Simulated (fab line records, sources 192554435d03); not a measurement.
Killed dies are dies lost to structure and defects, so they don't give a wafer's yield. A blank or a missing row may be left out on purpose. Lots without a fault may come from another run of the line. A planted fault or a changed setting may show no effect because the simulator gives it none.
Which tool did it? | flow n5_finfet | 9 lots, 27 wafers sampled, at 5 steps of a route of 1938

WHAT THE GAUGES READ, wafer by wafer
N5_BEOL_M4_RC_MEAS_101. Usual: DIBL_N 36.5 mV/V, standard deviation 1.4; DIBL_P 36.6 mV/V, standard deviation 1.9; IOFF_N 0.167 nA/um, standard deviation 0.029; IOFF_P 0.21 nA/um, standard deviation 0.033; ION_N 674 uA/um, standard deviation 12; ION_P 460 uA/um, standard deviation 8.9; SS_N 71.6 mV/dec, standard deviation 0.57; SS_P 73.4 mV/dec, standard deviation 0.61; VT_N 249 mV, standard deviation 3.3; VT_P -250 mV, standard deviation 3.3.
lot  | measured     | on        | DIBL_N (mV/V)  | DIBL_P (mV/V)  | IOFF_N (nA/um)    | IOFF_P (nA/um) | ION_N (uA/um) | ION_P (uA/um) | SS_N (mV/dec)  | SS_P (mV/dec)  | VT_N (mV)   | VT_P (mV)      | flag
L553 | day 8 13:14  | prober-02 | 36.0 34.5 36.4 | 37.2 34.3 36.9 | 0.162 0.130 0.145 | 0.23 0.19 0.22 | 693 667 659   | 478 460 457   | 71.3 71.4 72.1 | 72.9 72.8 73.6 | 252 253 252 | -252 -250 -250 |
L557 | day 9 18:33  | prober-01 | 36.1 34.1 37.8 | 36.2 34.4 38.3 | 0.176 0.137 0.221 | 0.26 0.23 0.30 | 697 680 711   | 483 475 487   | 71.6 70.8 72.2 | 73.3 73.2 74.0 | 245 249 242 | -244 -244 -242 |
L558 | day 9 18:21  | prober-02 | 36.2 35.3 37.7 | 35.3 35.3 38.0 | 0.164 0.157 0.191 | 0.18 0.18 0.23 | 669 678 679   | 453 457 467   | 72.0 71.5 72.2 | 72.7 73.0 74.1 | 249 248 245 | -253 -253 -249 |
L559 | day 9 22:53  | prober-01 | 35.4 37.5 36.1 | 34.6 37.5 35.6 | 0.153 0.210 0.158 | 0.18 0.21 0.18 | 678 689 671   | 460 465 453   | 71.9 71.5 71.5 | 72.6 73.6 72.5 | 250 245 249 | -254 -251 -253 |
L564 | day 11 23:48 | prober-02 | 38.3 39.2 35.4 | 39.6 40.3 35.6 | 0.211 0.215 0.146 | 0.29 0.29 0.21 | 697 685 673   | 479 469 468   | 71.4 72.0 71.3 | 73.7 74.0 72.5 | 248 246 249 | -245 -244 -250 |
L565 | day 12 01:44 | prober-01 | 37.8 36.9 35.8 | 38.8 37.7 36.3 | 0.196 0.180 0.148 | 0.22 0.21 0.19 | 677 685 670   | 460 464 461   | 71.7 71.3 71.3 | 73.6 73.5 73.9 | 245 247 249 | -248 -250 -252 |
L567 | day 12 05:22 | prober-02 | 35.6 36.2 37.4 | 35.7 36.2 37.4 | 0.135 0.152 0.164 | 0.16 0.17 0.20 | 662 664 674   | 445 446 454   | 71.4 70.7 72.3 | 72.4 73.0 72.9 | 255 249 251 | -255 -255 -255 |
L570 | day 13 01:34 | prober-02 | 36.3 35.6 35.4 | 36.5 36.2 35.1 | 0.160 0.138 0.140 | 0.20 0.20 0.19 | 671 660 673   | 456 451 459   | 72.0 71.5 70.9 | 74.1 73.5 74.4 | 248 254 252 | -253 -255 -253 |
L572 | day 13 16:08 | prober-01 | 36.3 38.2 37.6 | 35.9 37.1 37.4 | 0.147 0.161 0.169 | 0.21 0.23 0.24 | 659 665 668   | 459 457 464   | 71.3 71.4 72.0 | 72.9 73.6 73.7 | 253 250 246 | -249 -250 -249 |

WHICH TOOL RAN EACH LOT (tool, then ch and the chambers of the sampled wafers, then the start)
lot  | N5_BEOL_M2_ETCH_64                 | N5_BEOL_M2_ETCH_41                 | N5_BEOL_M2_STRIP_97                           | N5_BEOL_M2_SURFACE_TREAT_85
L553 | rie_diel-05 ch 0,2,3, day 7 02:59  | rie_diel-05 ch 1,2,3, day 7 05:26  | rie_diel-05 ch 1,2,3, day 7 06:13 or earlier  | pvd_sputter-02, day 7 06:13
L557 | rie_diel-02 ch 0,1,3, day 8 02:01  | rie_diel-02 ch 0,1,2, day 8 13:53  | rie_diel-02 ch 0,1,2, day 8 14:53 or earlier  | pvd_sputter-01, day 8 14:53
L558 | rie_diel-06 ch 1,3, day 8 10:53    | rie_diel-02 ch 0,2,3, day 8 14:28  | rie_diel-02 ch 0,2,3, day 8 15:40 or earlier  | pvd_sputter-03, day 8 15:40
L559 | rie_diel-02 ch 0,1, day 8 14:56    | rie_diel-05 ch 0,1, day 8 16:31    | rie_diel-05 ch 0,1, day 8 17:37 or earlier    | pvd_sputter-01, day 8 17:37
L564 | rie_diel-06 ch 2,3, day 10 20:29   | rie_diel-05 ch 0,3, day 11 01:41   | rie_diel-05 ch 0,3, day 11 02:37 or earlier   | pvd_sputter-01, day 11 02:37
L565 | rie_diel-05 ch 0,2, day 10 21:41   | rie_diel-02 ch 0,1,3, day 11 02:01 | rie_diel-02 ch 0,1,3, day 11 03:04 or earlier | pvd_sputter-03, day 11 03:04
L567 | rie_diel-02 ch 1,2, day 10 21:58   | rie_diel-02 ch 0,3, day 11 03:41   | rie_diel-02 ch 0,3, day 11 04:58 or earlier   | pvd_sputter-01, day 11 04:58
L570 | rie_diel-02 ch 0,2, day 11 19:05   | rie_diel-02 ch 0,1, day 11 20:54   | rie_diel-02 ch 0,1, day 11 21:37 or earlier   | pvd_sputter-02, day 11 21:37
L572 | rie_diel-06 ch 1,2,3, day 12 04:28 | rie_diel-02 ch 0,2,3, day 12 16:23 | rie_diel-02 ch 0,2,3, day 12 17:40 or earlier | pvd_sputter-01, day 12 17:40
- N5_BEOL_M2_ETCH_64: etches SOC in N2/H2, target depth 75 nm, overetch 22.5 nm, time 121.9 s.
- N5_BEOL_M2_ETCH_41: etches SiCN in CH3F/O2, target depth 29.9 nm, time 52.5 s.
- N5_BEOL_M2_STRIP_97: strips in N2/H2, time 10 s.
- N5_BEOL_M2_SURFACE_TREAT_85

WHAT THE TOOLS THEMSELVES READ (means of the sampled wafers that have a number; where no wafer has one, the mark that the record gives instead)
N5_BEOL_M2_ETCH_64. Usual: drypump_motor_current_A 5.6 A, standard deviation 0.56; oes_product_au 0.60 a.u., standard deviation 0.064; rf_vpp_V 524.0 V, standard deviation 2.8; showerhead_plenum_p_Torr 2.55 Torr, standard deviation 0.092; throttle_valve_pct 17.7 %, standard deviation 0.33.
lot  | tool        | drypump_motor_current_A (A) | oes_product_au (a.u.) | rf_vpp_V (V) | showerhead_plenum_p_Torr (Torr) | throttle_valve_pct (%) | flag
L553 | rie_diel-05 | 5.4                         | 0.59                  | 522.8        | 2.52                            | 17.7                   |
L557 | rie_diel-02 | 5.8                         | 0.60                  | 524.5        | 2.55                            | 17.7                   |
L558 | rie_diel-06 | 6.1                         | 0.53                  | 525.4        | 2.57                            | 17.9                   |
L559 | rie_diel-02 | 5.8                         | 0.60                  | 522.1        | 2.52                            | 17.5                   |
L564 | rie_diel-06 | 6.5                         | 0.53                  | 522.6        | 2.46                            | 18.2                   |
L565 | rie_diel-05 | 5.5                         | 0.59                  | 522.6        | 2.52                            | 17.7                   |
L567 | rie_diel-02 | 5.8                         | 0.57                  | 526.5        | 2.63                            | 17.8                   |
L570 | rie_diel-02 | 5.6                         | 0.62                  | 523.3        | 2.53                            | 17.4                   |
L572 | rie_diel-06 | 6.1                         | 0.58                  | 522.1        | 2.49                            | 17.9                   |

N5_BEOL_M2_ETCH_41. Usual: drypump_motor_current_A 5.6 A, standard deviation 0.42; oes_product_au 0.79 a.u., standard deviation 0.072; rf_vpp_V 297.2 V, standard deviation 1.5; showerhead_plenum_p_Torr 2.00 Torr, standard deviation 0.057; throttle_valve_pct 16.1 %, standard deviation 0.3.
lot  | tool        | drypump_motor_current_A (A) | oes_product_au (a.u.) | rf_vpp_V (V) | showerhead_plenum_p_Torr (Torr) | throttle_valve_pct (%) | flag
L553 | rie_diel-05 | 5.3                         | 0.82                  | 297.2        | 1.99                            | 16.1                   |
L557 | rie_diel-02 | 5.7                         | 0.81                  | 298.0        | 2.04                            | 16.0                   |
L558 | rie_diel-02 | 5.6                         | 0.83                  | 297.5        | 2.02                            | 15.9                   |
L559 | rie_diel-05 | 5.0                         | 0.88                  | 297.1        | 1.95                            | 15.8                   |
L564 | rie_diel-05 | 5.3                         | 0.72                  | 296.8        | 1.95                            | 16.1                   |
L565 | rie_diel-02 | 5.8                         | 0.76                  | 297.1        | 1.99                            | 16.2                   |
L567 | rie_diel-02 | 5.7                         | 0.80                  | 296.6        | 1.96                            | 16.0                   |
L570 | rie_diel-02 | 5.8                         | 0.76                  | 297.2        | 1.97                            | 16.2                   |
L572 | rie_diel-02 | 5.6                         | 0.80                  | 297.9        | 2.01                            | 16.0                   |

N5_BEOL_M2_STRIP_97. Usual: drypump_motor_current_A 5.6 A, standard deviation 0.42; oes_product_au 0.80 a.u., standard deviation 0.072; rf_vpp_V 59.2 V, standard deviation 0.94; showerhead_plenum_p_Torr 2.53 Torr, standard deviation 0.082; throttle_valve_pct 23.4 %, standard deviation 0.33.
lot  | tool        | drypump_motor_current_A (A) | oes_product_au (a.u.) | rf_vpp_V (V) | showerhead_plenum_p_Torr (Torr) | throttle_valve_pct (%) | flag
L553 | rie_diel-05 | 5.3                         | 0.83                  | 58.6         | 2.52                            | 23.3                   |
L557 | rie_diel-02 | 5.7                         | 0.81                  | 60.3         | 2.59                            | 23.3                   |
L558 | rie_diel-02 | 5.6                         | 0.84                  | 59.6         | 2.57                            | 23.2                   |
L559 | rie_diel-05 | 5.0                         | 0.88                  | 58.9         | 2.48                            | 23.1                   |
L564 | rie_diel-05 | 5.3                         | 0.84                  | 58.8         | 2.47                            | 23.5                   |
L565 | rie_diel-02 | 5.8                         | 0.76                  | 59.5         | 2.54                            | 23.5                   |
L567 | rie_diel-02 | 5.7                         | 0.79                  | 58.9         | 2.48                            | 23.2                   |
L570 | rie_diel-02 | 5.8                         | 0.76                  | 58.8         | 2.50                            | 23.3                   |
L572 | rie_diel-02 | 5.6                         | 0.80                  | 59.6         | 2.55                            | 23.3                   |

THE ANSWER, worked out from the rows above alone
Rule: a lot is off if the mean of its wafers that have a number lies more than 3 standard deviations from the usual mean. A lot without any number at a reading at which 4 lots or more have one is off too. The other lots that the step has rows for count as sound. The gauges are gone through in route order, then the tools' own readings, and for those a lot's mean is taken as printed above. The first step at which some lot is off is used, and at that step the reading that is off furthest; a lot without a number counts as furthest.
No lot is off at any reading shown: from this, nothing can be told.

WHAT THE SIMULATOR HAD PUT IN
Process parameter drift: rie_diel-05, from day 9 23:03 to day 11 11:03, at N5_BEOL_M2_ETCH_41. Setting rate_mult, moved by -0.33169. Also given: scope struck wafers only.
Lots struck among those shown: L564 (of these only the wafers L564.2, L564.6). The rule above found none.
